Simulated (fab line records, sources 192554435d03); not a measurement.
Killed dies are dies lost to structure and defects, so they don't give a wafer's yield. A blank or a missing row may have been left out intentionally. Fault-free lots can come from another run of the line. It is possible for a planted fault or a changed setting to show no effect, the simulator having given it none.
What tool caused it? + flow n5Finfet + 30 wafers from 10 lots sampled at 3 of the route's 1938 steps

## WHAT THE GAUGES SHOWED, per wafer
N5_BEOL_M15_CD_MEAS_10: the cd target is 360 nm.
| lot  | measured     | on       | cdNm (nm)         |
|------|--------------|----------|-------------------|
| L164 | day 11 12:03 | cdSem-01 | 358.9 363.7 360.3 |
| L163 | day 11 12:13 | cdSem-02 | 359.1 362.1 360.7 |
| L165 | day 11 22:32 | cdSem-02 | 360.9 360.3 361.7 |
| L166 | day 12 01:39 | cdSem-01 | 360.5 361.0 359.9 |
| L169 | day 12 15:44 | cdSem-02 | 362.2 360.0 361.0 |
| L176 | day 14 21:34 | cdSem-03 | 378.2 380.0 365.8 |
| L177 | day 15 09:11 | cdSem-03 | 359.0 359.0 359.0 |
| L180 | day 15 19:38 | cdSem-02 | 362.0 359.0 359.6 |
| L182 | day 16 07:07 | cdSem-03 | 361.4 361.9 362.2 |
| L183 | day 16 16:58 | cdSem-02 | 362.9 360.6 361.2 |

## WHICH TOOL RAN EACH LOT (tool, then ch and the chambers of the sampled wafers, then the start)
| lot  | N5_BEOL_M14_DEP_53              | N5_BEOL_M15_EXPOSE_07            |
|------|---------------------------------|----------------------------------|
| L164 | pecvd-03 ch 1,2, day 11 11:14   | krfScanner-01 ch 0, day 11 11:53 |
| L163 | pecvd-01 ch 1,2, day 11 11:17   | krfScanner-02 ch 0, day 11 12:02 |
| L165 | pecvd-03 ch 1,2, day 11 21:51   | krfScanner-02 ch 0, day 11 22:22 |
| L166 | pecvd-02 ch 0,1,2, day 12 00:50 | krfScanner-01 ch 0, day 12 01:29 |
| L169 | pecvd-01 ch 2, day 12 15:01     | krfScanner-01 ch 0, day 12 15:34 |
| L176 | pecvd-01 ch 0,2, day 14 20:46   | krfScanner-02 ch 0, day 14 21:24 |
| L177 | pecvd-02 ch 0,1,2, day 15 08:30 | krfScanner-01 ch 0, day 15 09:01 |
| L180 | pecvd-03 ch 0,1,2, day 15 18:50 | krfScanner-01 ch 0, day 15 19:28 |
| L182 | pecvd-01 ch 0,2, day 16 06:26   | krfScanner-01 ch 0, day 16 06:57 |
| L183 | pecvd-02 ch 1,2, day 16 16:10   | krfScanner-01 ch 0, day 16 16:47 |
- N5_BEOL_M14_DEP_53: deposits SiCN from 3MS/NH3, target thk 50 nm, time 17.8 s.
- N5_BEOL_M15_EXPOSE_07: exposes mask V14.

## THE ANSWER, worked out from the rows above alone
Rule: the usual values come from the lots themselves. The widest of any qualifying gaps counts: lots, ordered by their means at a reading, are off when they make up no more than a third of the lots, leave a main group of 4 or more, and stand apart from it by 3 or more times the standard deviation of that group's means. Not used: any main group whose means are identical at the precision the tables above print for the reading. A lot without any number at a reading at which 4 lots or more have one is off too. All remaining lots with rows at the step are treated as sound.
Off at N5_BEOL_M15_CD_MEAS_10 (cdNm): L176. The main group: mean 360.7 nm, standard deviation 0.78.
If a tool, at a process step before that reading, ran all the lots that are off and no sound lot after the first of them, it fits. The gauges at N5_BEOL_M15_CD_MEAS_10 are tried like those tools. One candidate fits, namely krfScanner-02 at N5_BEOL_M15_EXPOSE_07. A fault onset in the window from L165 (day 11 22:22, its last sound lot) to L176 (day 14 21:24, its first lot off) fits.

## WHAT THE SIMULATOR HAD INSERTED
Drift in process parameters on krfScanner-02 at N5_BEOL_M15_EXPOSE_07, starting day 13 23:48. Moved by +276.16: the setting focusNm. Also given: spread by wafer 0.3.
Lots struck among those shown: L176. The rule above found the same.
